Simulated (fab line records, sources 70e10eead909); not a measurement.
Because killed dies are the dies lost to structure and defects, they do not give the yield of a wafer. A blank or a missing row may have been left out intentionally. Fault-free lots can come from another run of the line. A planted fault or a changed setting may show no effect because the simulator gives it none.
Matching of chambers -- flow nand-harc -- rie-diel-13 running NHARC_A_STAIRCASE_ETCH_444: 4 sister chambers
The step etches the open film in C4F8/O2, target depth 10200 nm, time 3400 s. 16 wafers are shown with their chamber, then 8 later ones without.

== EACH WAFER AND ITS CHAMBER ==
wafer,chamber,rf-vpp-V (V),oes-product-au (a.u.)
L076.2,2,811,0.937
L076.4,3,805,0.945
L076.6,2,811,0.957
L077.2,1,805,0.955
L077.4,0,801,0.964
L077.5,1,804,0.967
L078.2,2,810,0.923
L078.4,0,801,0.933
L078.5,3,803,0.912
L081.1,0,801,0.932
L081.3,2,811,0.923
L081.5,0,803,0.926
L084.1,1,805,0.927
L084.2,2,811,0.932
L084.5,1,803,0.939
L086.1,3,803,0.914

SIGNATURES, as means of the wafers listed above
reading,chamber 0,chamber 1,chamber 2,chamber 3,scatter within a chamber
rf-vpp-V,801.50,804.25,810.80,803.67,0.876
oes-product-au,0.93875,0.94700,0.93440,0.92367,0.0165
Rule: a wafer lies at a distance from a chamber equal to the root of the sum of squares, over the readings, of (its reading less the chamber's mean, divided by the reading's scatter). If the next closest chamber is less than 2 further off than the closest, the wafer can't be placed; otherwise it belongs to the closest. How the scatter is found: for the shown wafers, subtract from each reading the mean of its chamber, square and add these, divide the total by (wafers less chambers), then take the root.

== WAFERS WHOSE CHAMBER IS MISSING ==
wafer,rf-vpp-V (V),oes-product-au (a.u.)
L086.2,811,0.923
L086.4,804,0.933
L087.2,804,0.933
L087.3,801,0.929
L087.4,803,0.927
L097.2,801,0.921
L097.4,803,0.921
L097.6,801,0.916

== WHICH CHAMBER EACH ONE RAN IN ==
wafer,from the rows above,in truth
L086.2,2,2
L086.4,can't be placed: 3 or 1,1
L087.2,can't be placed: 3 or 1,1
L087.3,0,0
L087.4,can't be placed: 3 or 0 or 1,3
L097.2,can't be placed: 0 or 3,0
L097.4,can't be placed: 3 or 0 or 1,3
L097.6,can't be placed: 0 or 3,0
Correct placement for 2 of the 8. Cannot be placed on the basis of these rows: 6; the candidates contain the true chamber in 6. Wrongly placed: 0.
